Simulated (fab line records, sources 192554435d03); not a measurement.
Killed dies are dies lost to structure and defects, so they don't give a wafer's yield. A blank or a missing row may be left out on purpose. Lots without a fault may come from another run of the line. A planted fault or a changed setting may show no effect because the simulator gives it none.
A struck lot beside a sound one | flow n5_finfet | 20 steps out of a route of 1938
Sound: wafers L781.3, L781.5, L781.6. Struck: wafers L797.1, L797.2, L797.3. The cause comes at the end.
At each step with rows: each side's tool, then ch and its chambers, then its first start. Under that, the readings that differ: sound wafers | struck wafers | difference of the means | sigmas: that difference in standard deviations of wafers without a fault.
alike: readings whose means differ by less than 2 such deviations, and words and numbers that are the same on both sides. not compared: withheld readings, readings that some wafer has no value for, bounds like >300 that may hide the same value, and numbers for which the record gives no deviation and whose values overlap.
The two part at a step that has a row with sigmas, a row that says differs or no value, or rows on one side only. Numbers that don't overlap but have no deviation are shown without sigmas and don't part them. A reading that every wafer of one side lacks parts them only if that side has two wafers or more.

N5_FIN_CUT_INSPECT_10: inspects for defects (brightfield).
  sound on defect_inspect-02, day 2 04:47; struck on defect_inspect-02, day 6 02:32
  alike: raw_defect_count
then, 1 step without rows for these wafers: N5_FIN_CUT_DESCUM_13 (chemistry O2, time 7 s).
N5_FIN_CUT_ETCH_30: etches underlayer in N2/H2, target depth 13 nm, time 10.4 s.
  sound on rie_diel-02 ch 1,2, day 2 05:29; struck on rie_diel-02 ch 0,1,2, day 6 02:36
  alike: chamber_pressure_mTorr, drypump_motor_current_A, etch_rf_on_time_s, oes_product_au, rf_vpp_V, showerhead_plenum_p_Torr, throttle_valve_pct
  not compared: rf_hours_counter_h
then, 5 steps without rows for these wafers: N5_FIN_CUT_ETCH_20 (etches SiARC in CF4, target depth 26 nm, time 43.3 s); N5_FIN_CUT_ETCH_21 (etches SOC in N2/H2, target depth 219 nm, overetch 43.8 nm, time 523.5 s); N5_FIN_CUT_STRIP_23 (strips in N2/H2); N5_FIN_CUT_STRIP_31 (strips in N2/H2); N5_FIN_CUT_STRIP_24 (strips in CF4).
N5_FIN_CUT_CUT_ETCH_26: etches SiNx in CH3F/O2, target depth 39 nm, time 55.7 s.
  sound on rie_diel-02 ch 1,2, day 2 05:53; struck on rie_diel-02 ch 0,1,2, day 6 03:00
  alike: O2_flow_sccm, chamber_pressure_mTorr, drypump_motor_current_A, oes_product_au, rf_vpp_V, showerhead_plenum_p_Torr, throttle_valve_pct
  not compared: rf_hours_counter_h
N5_FIN_CUT_CUT_ETCH_27: etches SiO2 in CHF3/O2, target depth 4 nm, overetch 2 nm, time 4.9 s.
  sound on rie_diel-02 ch 1,2, day 2 05:55; struck on rie_diel-02 ch 0,1,2, day 6 03:02
  alike: O2_flow_sccm, chamber_pressure_mTorr, drypump_motor_current_A, oes_product_au, rf_vpp_V, showerhead_plenum_p_Torr, throttle_valve_pct
  not compared: rf_hours_counter_h
then, 1 step without rows for these wafers: N5_FIN_CUT_PRECLEAN_35 (cleans in vHF, time 13.3 s).
N5_FIN_CUT_CUT_ETCH_15: etches Si in HBr/Cl2/O2, target depth 100 nm, bt time 10 s, time 42.4 s.
  sound on rie_si-03 ch 0,1, day 2 06:04; struck on rie_si-03 ch 0,1,2, day 6 03:11
  alike: O2_flow_sccm, chamber_pressure_mTorr, drypump_motor_current_A, mfc_cl2_sccm, oes_product_au, throttle_valve_pct
  not compared: rf_hours_counter_h
N5_FIN_CUT_CUT_ETCH_28: etches Si in HBr/Cl2/O2, target depth 6 nm, time 2.4 s.
  sound on rie_si-03 ch 0,1, day 2 06:08; struck on rie_si-03 ch 0,1,2, day 6 03:15
  alike: O2_flow_sccm, chamber_pressure_mTorr, drypump_motor_current_A, mfc_cl2_sccm, oes_product_au, throttle_valve_pct
  not compared: rf_hours_counter_h
N5_FIN_CUT_STRIP_22: strips in N2/H2.
  sound on rie_diel-02 ch 0,1,2, day 2 06:32; struck on rie_diel-02 ch 1,2,3, day 6 03:19
  alike: chamber_pressure_mTorr, drypump_motor_current_A, oes_product_au, rf_vpp_V, showerhead_plenum_p_Torr, throttle_valve_pct
  not compared: rf_hours_counter_h
then, 3 steps without rows for these wafers: N5_FIN_CUT_PRECLEAN_36 (cleans in O3/DIW, time 60 s); N5_FIN_CUT_SRD_32 (time 30 s); N5_FIN_CUT_UV_OZONE_34 (time 120 s).
N5_FIN_CUT_INSPECT_17: inspects for defects (brightfield).
  sound on defect_inspect-01, day 2 06:42; struck on defect_inspect-01, day 6 03:29
  reading          | sound       | struck      | difference | sigmas
  raw_defect_count | 222 261 180 | 847 866 883 | +644       | +10
then, 1 step without rows for these wafers: N5_STI_FIN_REVEAL_ALD_00 (deposits SiO2, target thk 1 nm, pulse time 1 s).
-- the record jumps here: 6 days lie between the struck wafers' starts before and after (it left off in module STI_FIN_REVEAL and takes up again in module BEOL_M4, whose first step shown is number 1111 of the route) --
N5_BEOL_M4_RC_MEAS_101:
  sound on prober-01 ch 0, day 7 13:34; struck on prober-01 ch 0, day 11 18:53
  alike: DIBL_N, DIBL_P, IOFF_N, IOFF_P, ION_N, ION_P, SS_N, SS_P, VT_N, VT_P

WHERE THEY PART
Only at N5_FIN_CUT_INSPECT_17, within this record. Later steps at which nothing parts them and some readings are alike: N5_BEOL_M4_RC_MEAS_101.

WHY: what the simulator had put in
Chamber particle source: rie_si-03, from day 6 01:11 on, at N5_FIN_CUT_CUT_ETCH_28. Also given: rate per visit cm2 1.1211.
